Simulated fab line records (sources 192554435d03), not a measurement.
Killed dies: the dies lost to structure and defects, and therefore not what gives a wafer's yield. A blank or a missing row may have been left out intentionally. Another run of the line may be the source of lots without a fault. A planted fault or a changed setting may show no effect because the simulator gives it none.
A lot that was struck, set against a sound lot + flow n5_finfet + 25 steps out of a route of 1938
Sound: wafers L265.2, L265.3, L265.4. Struck: wafers L268.4, L268.6 (left out: L268.1, a lot-mate that was not struck); the cause follows at the end.
Order at every step that has rows: each side's tool, ch and its chambers, its first start. Under that, the readings that differ: sound wafers + struck wafers + difference of the means + sigmas: that difference in standard deviations of wafers without a fault.
alike: a reading whose means differ by less than 2 such deviations, as well as words and numbers matching on both sides. not compared: withheld readings; readings where some wafer has no value; bounds like >300 that might hide an equal value; numbers whose values overlap and for which the record gives no deviation.
A row with sigmas, a row that says differs or no value, or rows on one side alone: a step with any of these is where the two part. Non-overlapping numbers with no deviation appear without sigmas and do not part them. A reading missing from all wafers of one side parts the sides only when that side holds two or more wafers.

first, 9 steps without rows for these wafers: N5_PASSIVATION_HARDBAKE_31 (time 120 s); N5_PASSIVATION_DESCUM_32 (chemistry O2, time 7.9 s); N5_PASSIVATION_AL_ETCH_33 (etches Al in Cl2/BCl3, stops on TaN, target depth 2800 nm, time 466.7 s); N5_PASSIVATION_ETCH_59 (etches TaN in Cl2/BCl3, target depth 65 nm, time 34.9 s); N5_PASSIVATION_STRIP_34 (strips in O2); N5_PASSIVATION_STRIP_51 (strips in post etch residue remover, time 1200 s); N5_PASSIVATION_CLEAN_69 (cleans in IPA, time 180 s); N5_PASSIVATION_SRD_70 (time 30 s); N5_PASSIVATION_PECVD_53 (deposits SiO2 from TEOS/O2, target thk 800 nm, time 169.4 s).
N5_PASSIVATION_PECVD_35: deposits SiNx from SiH4/NH3/N2, target thk 700 nm, time 151.3 s.
  sound on pecvd-03 ch 0,1,2, day 15 15:12; struck on pecvd-03 ch 1,2, day 16 09:25
| reading                                        | sound             | struck      | difference | sigmas |
|------------------------------------------------|-------------------|-------------|------------|--------|
| run_length_s (s)                               | 195.1 195.5 195.7 | 154.0 154.4 | -41.2      | -92    |
| model.SiNx_of_PASSIVATION_PECVD_35.thk_nm (nm) | 694.6 693.8 709   | 517.2 499   | -191.0     |        |
  alike: heater_power_w, showerhead_plenum_p_Torr, throttle_valve_pct
then, 12 steps without rows for these wafers: N5_PASSIVATION_HMDS_37 (time 60 s); N5_PASSIVATION_COAT_38; N5_PASSIVATION_EBR_40; N5_PASSIVATION_SOFTBAKE_39 (time 120 s); N5_PASSIVATION_EXPOSE_41 (exposes mask PASS OPEN, defocus 0 nm, target cd 40000 nm); N5_PASSIVATION_PEB_42; N5_PASSIVATION_DEVELOP_43 (develop time 60 s); N5_PASSIVATION_HARDBAKE_45 (time 120 s); N5_PASSIVATION_DESCUM_46 (chemistry O2, time 7.9 s); N5_PASSIVATION_PASS_ETCH_47 (etches SiNx in CF4/O2, target depth 770 nm, time 385 s); N5_PASSIVATION_ETCH_54 (etches SiO2 in CHF3/O2, target depth 880 nm, time 440 s); N5_PASSIVATION_STRIP_48 (strips in O2).
N5_PASSIVATION_STRIP_52: strips in post etch residue remover, time 1200 s.
  sound on wet_bench-04 ch 5,6,7, day 15 16:43; struck on wet_bench-01 ch 2,4, day 16 10:59
| reading                                        | sound             | struck      | difference | sigmas |
|------------------------------------------------|-------------------|-------------|------------|--------|
| model.SiNx_of_PASSIVATION_PECVD_35.thk_nm (nm) | 694.2 693.4 708.6 | 516.8 498.6 | -191.0     |        |
then, 1 step without rows for these wafers: N5_PASSIVATION_CLEAN_71 (cleans in IPA, time 180 s).
N5_PASSIVATION_PROBE_49:
  only the struck wafers here have rows in the record (prober-01, day 16 13:34); the sound ones have none

WHERE THEY PART
Earliest at N5_PASSIVATION_PECVD_35; latest, in this record, at N5_PASSIVATION_PROBE_49.

WHY: whatever the simulator had introduced
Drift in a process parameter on pecvd-03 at N5_PASSIVATION_PECVD_35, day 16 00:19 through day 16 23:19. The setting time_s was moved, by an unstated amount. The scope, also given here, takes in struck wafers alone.
